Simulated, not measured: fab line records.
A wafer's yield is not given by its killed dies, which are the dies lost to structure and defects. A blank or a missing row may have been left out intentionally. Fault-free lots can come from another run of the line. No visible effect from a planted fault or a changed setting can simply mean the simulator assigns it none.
Chamber matching / flow n5 finfet / N5_GATE_CUT_CMP_61 on cmp-04 has 4 sister chambers
The step polishes, stops on SiNx, t overpolish 3 s. 18 wafers are shown with their chamber, then 9 later ones without.

## EACH WAFER AND ITS CHAMBER
wafer=L080.1; chamber=3; motor current A (A)=12.4; slurry filter dp kPa (kPa)=13.76
wafer=L080.2; chamber=2; motor current A (A)=11.0; slurry filter dp kPa (kPa)=13.50
wafer=L080.4; chamber=1; motor current A (A)=11.1; slurry filter dp kPa (kPa)=13.61
wafer=L082.3; chamber=2; motor current A (A)=11.9; slurry filter dp kPa (kPa)=13.46
wafer=L082.5; chamber=2; motor current A (A)=11.1; slurry filter dp kPa (kPa)=13.55
wafer=L082.6; chamber=3; motor current A (A)=11.5; slurry filter dp kPa (kPa)=13.38
wafer=L087.1; chamber=3; motor current A (A)=12.1; slurry filter dp kPa (kPa)=13.61
wafer=L087.2; chamber=2; motor current A (A)=11.5; slurry filter dp kPa (kPa)=13.80
wafer=L087.5; chamber=2; motor current A (A)=11.7; slurry filter dp kPa (kPa)=13.65
wafer=L088.1; chamber=2; motor current A (A)=11.9; slurry filter dp kPa (kPa)=13.65
wafer=L088.3; chamber=0; motor current A (A)=10.9; slurry filter dp kPa (kPa)=13.37
wafer=L088.6; chamber=3; motor current A (A)=12.0; slurry filter dp kPa (kPa)=13.30
wafer=L090.4; chamber=3; motor current A (A)=11.5; slurry filter dp kPa (kPa)=13.26
wafer=L090.5; chamber=0; motor current A (A)=10.8; slurry filter dp kPa (kPa)=13.59
wafer=L090.6; chamber=1; motor current A (A)=10.8; slurry filter dp kPa (kPa)=13.67
wafer=L091.2; chamber=1; motor current A (A)=10.9; slurry filter dp kPa (kPa)=13.68
wafer=L091.4; chamber=0; motor current A (A)=10.6; slurry filter dp kPa (kPa)=13.63
wafer=L091.6; chamber=0; motor current A (A)=10.6; slurry filter dp kPa (kPa)=13.42

SIGNATURES, as means of the wafers listed above
reading=motor current A; chamber 0=10.725; chamber 1=10.933; chamber 2=11.517; chamber 3=11.900; scatter within a chamber=0.328
reading=slurry filter dp kPa; chamber 0=13.5025; chamber 1=13.6533; chamber 2=13.6017; chamber 3=13.4620; scatter within a chamber=0.149
Rule: distance of a wafer from a chamber = root of the sum over the readings of ((wafer's reading minus chamber's mean) / reading's scatter) squared. The wafer belongs to the nearest chamber; if the next one is less than 2 further off, it can't be placed. How the scatter is found: for the shown wafers, subtract from each reading the mean of its chamber, square and add these, divide the total by (wafers less chambers), then take the root.

## WAFERS MISSING THEIR CHAMBER
wafer=L093.1; motor current A (A)=10.8; slurry filter dp kPa (kPa)=13.34
wafer=L093.2; motor current A (A)=11.4; slurry filter dp kPa (kPa)=13.56
wafer=L093.6; motor current A (A)=11.1; slurry filter dp kPa (kPa)=13.64
wafer=L094.1; motor current A (A)=11.0; slurry filter dp kPa (kPa)=13.53
wafer=L094.2; motor current A (A)=11.3; slurry filter dp kPa (kPa)=13.46
wafer=L094.6; motor current A (A)=10.8; slurry filter dp kPa (kPa)=13.49
wafer=L095.2; motor current A (A)=10.4; slurry filter dp kPa (kPa)=13.29
wafer=L095.3; motor current A (A)=12.1; slurry filter dp kPa (kPa)=13.47
wafer=L095.6; motor current A (A)=11.6; slurry filter dp kPa (kPa)=13.55

## CHAMBER TAKEN BY EACH
wafer=L093.1; from the rows above=can't be placed: 0 or 1 or 2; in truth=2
wafer=L093.2; from the rows above=can't be placed: 2 or 1 or 3 or 0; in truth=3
wafer=L093.6; from the rows above=can't be placed: 1 or 2 or 0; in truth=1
wafer=L094.1; from the rows above=can't be placed: 1 or 0 or 2 or 3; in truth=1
wafer=L094.2; from the rows above=can't be placed: 2 or 1 or 0 or 3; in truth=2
wafer=L094.6; from the rows above=can't be placed: 0 or 1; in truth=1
wafer=L095.2; from the rows above=can't be placed: 0 or 1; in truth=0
wafer=L095.3; from the rows above=can't be placed: 3 or 2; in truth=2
wafer=L095.6; from the rows above=can't be placed: 2 or 3 or 1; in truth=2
0 of 9 placed correctly. Not placeable from these rows: 9 (in 9, the candidates include the true chamber). Wrongly placed: 0.
